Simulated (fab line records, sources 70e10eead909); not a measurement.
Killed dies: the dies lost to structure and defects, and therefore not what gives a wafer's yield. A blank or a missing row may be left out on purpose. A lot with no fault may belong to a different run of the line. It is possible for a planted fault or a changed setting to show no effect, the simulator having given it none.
A single fault, viewed from 2 desks -- flow nand harc -- numbers are kept per desk, each desk with only its own; the story behind them comes last

## THE TOOL OWNER'S DESK: litho track-05
The tool's own readings at NHARC_A_ZERO_WELL_PEB_08 (peb time 80 s): means of the sampled wafers that have a number, for each lot that ran on this tool. The brackets show how far a lot's mean lies from the usual mean; more than 4 standard deviations puts the lot out of limits, marked OUT.
Columns: A = heater power total W at NHARC_A_ZERO_WELL_PEB_08, usual 189.8 W
lot,first seen here,A
L717,day 7 15:37,189.7
L719,day 8 12:44,189.8
L721,day 9 06:55,190.3
L723,day 10 00:06,189.9
L729,day 12 17:41,190.1
L732,day 13 23:09,205.3 (+22) OUT
L734,day 14 22:10,204.3 (+20) OUT
L735,day 15 07:34,209.2 (+27) OUT
This desk's verdict: out of limits on L732, L734, L735, starting with L732 at day 13 23:09 (heater power total W at NHARC_A_ZERO_WELL_PEB_08). Within limits: L717, L719, L721, L723, L729.

## THE DEFECT DESK
For each lot, the counts of the inspections along the route, averaged over the sampled wafers that have a number. The brackets show how far a lot's mean lies from the usual mean; more than 4 standard deviations puts the lot out of limits, marked OUT.
Columns: A = raw defect count at NHARC_A_START_INSPECT_01, usual 3.2
lot,first seen here,A
L715,day 6 21:50,5.0
L716,day 7 04:55,3.7
L717,day 7 14:59,4.7
L718,day 8 04:02,4.3
L719,day 8 11:58,4.0
L720,day 9 00:29,2.3
L721,day 9 06:10,3.3
L722,day 9 11:13,1.3
L723,day 9 23:21,1.7
L728,day 12 16:02,4.0
L729,day 12 17:04,5.0
L732,day 13 22:24,5.5
L734,day 14 21:25,1.0
L735,day 15 06:49,2.0
This desk's finding: nothing out of limits on any of the 14 lots.

## PUT TOGETHER
On L732, L734, L735, at day 13 23:09, an alarm was possible from the tool owner's desk.
The defect desk saw nothing out of limits.
The defect desk has L732, L734, L735 on record, within its limits.
All the named lots went through NHARC_A_ZERO_WELL_PEB_08 on litho track-05.

## WHAT HAD BEEN PUT IN BY THE SIMULATOR
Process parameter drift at NHARC_A_ZERO_WELL_PEB_08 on litho track-05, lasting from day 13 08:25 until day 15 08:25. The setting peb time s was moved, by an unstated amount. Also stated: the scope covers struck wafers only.
Lots struck among those shown: L732, L734, L735.
Time in hours from fault onset to the first out-of-limits reading at each desk: the tool owner's desk, 15.
